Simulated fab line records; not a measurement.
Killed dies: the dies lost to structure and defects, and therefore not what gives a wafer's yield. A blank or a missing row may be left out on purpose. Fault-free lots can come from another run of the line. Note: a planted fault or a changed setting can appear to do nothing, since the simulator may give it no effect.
The tool behind it: which one? ; flow n5_finfet ; 45 wafers from 15 lots sampled at 4 of the route's 1938 steps

WHAT THE GAUGES SHOWED, per wafer
The record holds no reading of a measuring or inspecting step that can be judged against a usual standard deviation.

WHAT TOOL EACH LOT RAN ON (gives the tool, then ch and the chambers of the sampled wafers, and finally the start)
lot;N5_FIN_SAQP_RECESS_71;N5_FIN_SAQP_HM_OPEN_33;N5_FIN_CUT_DEVELOP_07;N5_FIN_CUT_ETCH_30
L697;vapor_etch-02 ch 0, day 2 06:41;rie_diel-01 ch 2,3, day 2 07:50;litho_track-04 ch 0, day 2 08:37;rie_diel-05 ch 0,1,2, day 2 08:53
L698;vapor_etch-02 ch 0,1, day 2 13:38;rie_diel-01 ch 1,2,3, day 2 14:53;litho_track-03 ch 0, day 2 15:47;rie_diel-05 ch 0,1,3, day 2 16:00
L699;vapor_etch-01 ch 0,1, day 2 20:53;rie_diel-04 ch 2,3, day 2 21:37;litho_track-03 ch 0, day 2 22:32;rie_diel-05 ch 1,2,3, day 2 22:44
L700;vapor_etch-01 ch 0,1, day 3 01:35;rie_diel-04 ch 0,2, day 3 02:18;litho_track-05 ch 0, day 3 03:05;rie_diel-06 ch 0,2,3, day 3 03:25
L701;vapor_etch-02 ch 0,1, day 3 08:23;rie_diel-04 ch 2,3, day 3 10:17;litho_track-05 ch 0, day 3 11:11;rie_diel-05 ch 0,2,3, day 3 11:25
L707;vapor_etch-02 ch 0,1, day 4 19:08;rie_diel-01 ch 1,2, day 4 20:02;litho_track-04, day 4 20:48;rie_diel-05 ch 2,3, day 4 21:02
L708;vapor_etch-01 ch 0,1, day 5 01:37;rie_diel-01 ch 1,2,3, day 5 04:03;litho_track-03, day 5 04:50;rie_diel-06 ch 0,2, day 5 05:18
L709;vapor_etch-02 ch 0,1, day 5 09:25;rie_diel-02 ch 0,1,2, day 5 12:33;litho_track-04, day 5 13:28;rie_diel-03 ch 1,2, day 5 13:40
L713;vapor_etch-02 ch 0,1, day 6 06:41;rie_diel-02 ch 1,2,3, day 6 07:25;litho_track-04 ch 0, day 6 08:11;rie_diel-06 ch 0,3, day 6 08:24
L714;vapor_etch-02 ch 0,1, day 6 12:29;rie_diel-02 ch 1,2,3, day 6 13:18;litho_track-03 ch 0, day 6 14:05;rie_diel-03 ch 0,1,3, day 6 14:19
L715;vapor_etch-02 ch 0,1, day 6 18:08;rie_diel-01 ch 2,3, day 6 18:58;litho_track-04 ch 0, day 6 19:52;rie_diel-05 ch 2,3, day 6 20:05
L716;vapor_etch-02 ch 0,1, day 7 01:59;rie_diel-01 ch 0,1, day 7 02:44;litho_track-04 ch 0, day 7 03:31;rie_diel-06 ch 1,2, day 7 03:44
L717;vapor_etch-01 ch 0,1, day 7 07:43;rie_diel-02 ch 1,2, day 7 08:25;litho_track-03 ch 0, day 7 09:20;rie_diel-03 ch 0,1, day 7 09:33
L718;vapor_etch-02 ch 0,1, day 7 13:12;rie_diel-01 ch 0,1,3, day 7 13:55;litho_track-03 ch 0, day 7 14:41;rie_diel-03 ch 0,1,3, day 7 15:04
L719;vapor_etch-01 ch 0,1, day 7 18:53;rie_diel-01 ch 0,2,3, day 7 19:40;litho_track-05 ch 0, day 7 20:34;rie_diel-05 ch 0,1,3, day 7 20:47
- N5_FIN_SAQP_RECESS_71: chemistry HF/NH3, target SiO2, target depth 3 nm, afs cycles 1, sublimation time 60 s.
- N5_FIN_SAQP_HM_OPEN_33: chemistry CH3F/O2, target SiNx, target depth 49.4 nm, time 70.6 s.
- N5_FIN_CUT_DEVELOP_07: develop time 30 s.
- N5_FIN_CUT_ETCH_30: etches underlayer in N2/H2, target depth 13 nm, time 10.4 s.

AS READ BY THE TOOLS THEMSELVES (means over the sampled wafers that have a number; for cases with no such wafer, the mark the record gives instead)
N5_FIN_SAQP_RECESS_71. Usual: drypump_motor_current_A 6.0 A, standard deviation 0.37; temp_c 30.00 C, standard deviation 0.11.
lot;tool;drypump_motor_current_A (A);temp_c (C);flag
L697;vapor_etch-02;6.2;30.16;
L698;vapor_etch-02;6.0;30.00;
L699;vapor_etch-01;6.3;30.03;
L700;vapor_etch-01;6.3;30.04;
L701;vapor_etch-02;6.0;29.97;
L707;vapor_etch-02;5.9;29.91;
L708;vapor_etch-01;6.0;30.07;
L709;vapor_etch-02;6.0;30.02;
L713;vapor_etch-02;6.0;30.11;
L714;vapor_etch-02;6.0;29.92;
L715;vapor_etch-02;6.0;30.09;
L716;vapor_etch-02;6.0;29.96;
L717;vapor_etch-01;6.0;30.01;
L718;vapor_etch-02;6.0;30.01;
L719;vapor_etch-01;6.0;30.04;

N5_FIN_SAQP_HM_OPEN_33. Usual: CH3F_flow_sccm 30.01 sccm, standard deviation 0.1; chamber_pressure_mTorr 30.000 mTorr, standard deviation 0.026; drypump_motor_current_A 5.7 A, standard deviation 0.53; etch_rf_on_time_s 69.0 s, standard deviation 1.4; oes_product_au 0.69 a.u., standard deviation 0.06; rf_vpp_V 296 V, standard deviation 5.4; showerhead_plenum_p_Torr 2.01 Torr, standard deviation 0.051; throttle_valve_pct 16.35 %, standard deviation 0.28.
lot;tool;CH3F_flow_sccm (sccm);chamber_pressure_mTorr (mTorr);drypump_motor_current_A (A);etch_rf_on_time_s (s);oes_product_au (a.u.);rf_vpp_V (V);showerhead_plenum_p_Torr (Torr);throttle_valve_pct (%);flag
L697;rie_diel-01;29.97;29.990;5.9;69.0;0.76;298;2.02;15.92;
L698;rie_diel-01;29.94;30.006;5.6;68.0;0.76;299;2.02;16.06;
L699;rie_diel-04;29.91;29.994;5.6;69.0;0.73;298;1.94;16.28;
L700;rie_diel-04;29.98;29.992;6.3;68.7;0.77;294;1.94;16.14;
L701;rie_diel-04;29.97;29.983;5.6;67.6;0.73;297;1.94;16.29;
L707;rie_diel-01;29.95;30.003;5.3;67.4;0.72;300;2.02;16.24;
L708;rie_diel-01;30.06;30.000;5.6;69.5;0.72;298;2.01;16.10;
L709;rie_diel-02;30.05;29.984;6.0;68.9;0.64;299;2.05;16.50;
L713;rie_diel-02;30.13;29.996;5.8;68.6;0.64;298;2.02;16.55;
L714;rie_diel-02;29.91;30.010;5.8;68.9;0.64;298;2.02;16.54;
L715;rie_diel-01;30.02;30.002;5.9;71.5;0.70;296;2.00;15.99;
L716;rie_diel-01;29.91;29.993;5.4;70.1;0.72;293;2.05;16.29;
L717;rie_diel-02;29.97;29.970;6.3;68.9;0.63;301;2.03;16.51;
L718;rie_diel-01;30.10;30.001;5.7;67.9;0.72;292;2.04;16.16;
L719;rie_diel-01;30.03;30.024;5.5;68.9;0.71;295;2.00;16.17;

N5_FIN_CUT_DEVELOP_07. Usual: 23.00 C for chill_plate_temp_C, sd 0.1.
lot;tool;chill_plate_temp_C (C);flag
L697;litho_track-04;22.96;
L698;litho_track-03;23.02;
L699;litho_track-03;23.07;
L700;litho_track-05;22.95;
L701;litho_track-05;23.03;
L707;litho_track-04;-;OFF
L708;litho_track-03;-;OFF
L709;litho_track-04;-;OFF
L713;litho_track-04;22.99;
L714;litho_track-03;22.88;
L715;litho_track-04;22.86;
L716;litho_track-04;22.95;
L717;litho_track-03;23.04;
L718;litho_track-03;22.84;
L719;litho_track-05;23.01;

N5_FIN_CUT_ETCH_30. Usual: chamber_pressure_mTorr 30.00 mTorr, standard deviation 0.03; drypump_motor_current_A 5.39 A, standard deviation 0.27; etch_rf_on_time_s 10.44 s, standard deviation 0.24; oes_product_au 0.63 a.u., standard deviation 0.047; rf_vpp_V 525.2 V, standard deviation 1.8; showerhead_plenum_p_Torr 2.59 Torr, standard deviation 0.063; throttle_valve_pct 17.94 %, standard deviation 0.26.
lot;tool;chamber_pressure_mTorr (mTorr);drypump_motor_current_A (A);etch_rf_on_time_s (s);oes_product_au (a.u.);rf_vpp_V (V);showerhead_plenum_p_Torr (Torr);throttle_valve_pct (%);flag
L697;rie_diel-05;30.01;5.40;10.44;0.60;525.4;2.59;17.99;
L698;rie_diel-05;29.99;5.26;10.67;0.61;523.9;2.57;17.97;
L699;rie_diel-05;30.01;5.50;10.27;0.62;523.4;2.56;17.88;
L700;rie_diel-06;30.00;5.44;10.32;0.66;525.0;2.61;18.09;
L701;rie_diel-05;29.99;5.35;10.22;0.63;525.4;2.60;18.05;
L707;rie_diel-05;30.00;5.44;10.19;0.63;524.6;2.56;17.97;
L708;rie_diel-06;29.97;5.65;10.30;0.65;525.3;2.60;18.25;
L709;rie_diel-03;30.00;5.28;10.47;0.68;526.9;2.63;17.74;
L713;rie_diel-06;29.98;5.15;10.30;0.64;526.4;2.64;17.93;
L714;rie_diel-03;29.99;5.45;10.50;0.64;525.7;2.61;17.76;
L715;rie_diel-05;30.00;5.56;10.17;0.61;526.0;2.59;18.00;
L716;rie_diel-06;29.98;5.58;10.42;0.60;524.1;2.59;18.16;
L717;rie_diel-03;29.99;5.72;10.68;0.64;525.3;2.57;17.54;
L718;rie_diel-03;30.01;5.45;10.62;0.63;524.8;2.61;17.79;
L719;rie_diel-05;30.00;5.27;10.37;0.67;525.0;2.55;17.90;

THE ANSWER, worked out from the rows above alone
Rule: a lot is off if the mean of its wafers that have a number lies more than 3 standard deviations from the usual mean. Also off: a lot with no number at a reading for which 4 or more lots have one. Where the step has rows for the other lots, those lots are counted as sound. First the gauges in route order, then the tools' own readings, where a lot's mean is used as printed above. The first step at which some lot is off is used, and at that step the reading that is off furthest; a lot without a number counts as furthest.
Off at N5_FIN_CUT_DEVELOP_07 (chill_plate_temp_C): L707, L708, L709. Without a number there: L707, L708, L709.
If a tool, at that step or one of the process steps before it, ran each lot that is off and ran no sound lot following the first of them, it fits. Not one of the candidates tried fits.

WHAT THE SIMULATOR HAD INSERTED
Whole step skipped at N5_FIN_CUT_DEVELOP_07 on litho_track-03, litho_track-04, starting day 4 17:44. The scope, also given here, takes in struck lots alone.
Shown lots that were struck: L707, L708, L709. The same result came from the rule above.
